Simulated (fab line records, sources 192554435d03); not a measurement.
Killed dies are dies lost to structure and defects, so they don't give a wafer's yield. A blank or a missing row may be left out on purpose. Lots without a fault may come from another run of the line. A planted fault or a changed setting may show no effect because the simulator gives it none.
Chamber matching | flow n5_finfet | N5_BEOL_M15_ETCH_61 on rie_diel-03: 4 sister chambers
The step etches BARC in N2/H2, target depth 89 nm, overetch 26.7 nm, time 67.9 s. 8 wafers are shown with their chamber, then 12 later ones without.

WAFERS WITH THEIR CHAMBER
wafer  | chamber | showerhead_plenum_p_Torr (Torr) | throttle_valve_pct (%)
L082.4 | 3       | 2.63                            | 17.95
L082.5 | 3       | 2.63                            | 17.93
L085.2 | 1       | 2.53                            | 17.71
L085.3 | 2       | 2.43                            | 18.09
L085.5 | 2       | 2.43                            | 18.10
L083.4 | 0       | 2.45                            | 17.72
L083.5 | 1       | 2.52                            | 17.73
L083.6 | 0       | 2.45                            | 17.70

WAFERS WITHOUT THEIR CHAMBER
wafer  | showerhead_plenum_p_Torr (Torr) | throttle_valve_pct (%)
L088.2 | 2.62                            | 17.97
L088.4 | 2.45                            | 17.72
L088.5 | 2.45                            | 17.72
L093.2 | 2.42                            | 18.13
L093.3 | 2.52                            | 17.74
L093.5 | 2.42                            | 18.12
L096.1 | 2.44                            | 17.78
L096.2 | 2.51                            | 17.75
L096.5 | 2.42                            | 18.13
L097.2 | 2.42                            | 18.13
L097.3 | 2.44                            | 17.77
L097.5 | 2.51                            | 17.78

WHICH CHAMBER EACH WENT THROUGH
wafer  | from the rows above | in truth
L088.2 | 3                   | 3
L088.4 | 0                   | 0
L088.5 | 0                   | 0
L093.2 | 2                   | 2
L093.3 | 1                   | 1
L093.5 | 2                   | 2
L096.1 | 0                   | 0
L096.2 | 1                   | 1
L096.5 | 2                   | 2
L097.2 | 2                   | 2
L097.3 | 0                   | 0
L097.5 | 1                   | 1
Placed correctly: 12 of 12. Can't be placed from these rows: 0. Placed wrongly: 0.
How it was worked out, from the rows above alone: a wafer's distance from a chamber is the root of the sum, over the readings, of the square of ((its reading less the chamber's mean) divided by the reading's scatter). The wafer belongs to the nearest chamber; if the next one is less than 2 further off, it can't be placed. A chamber's mean is the mean of its shown wafers. The scatter: the root of (the sum of the squares of (reading less its chamber's mean) over the shown wafers, divided by (wafers less chambers)).
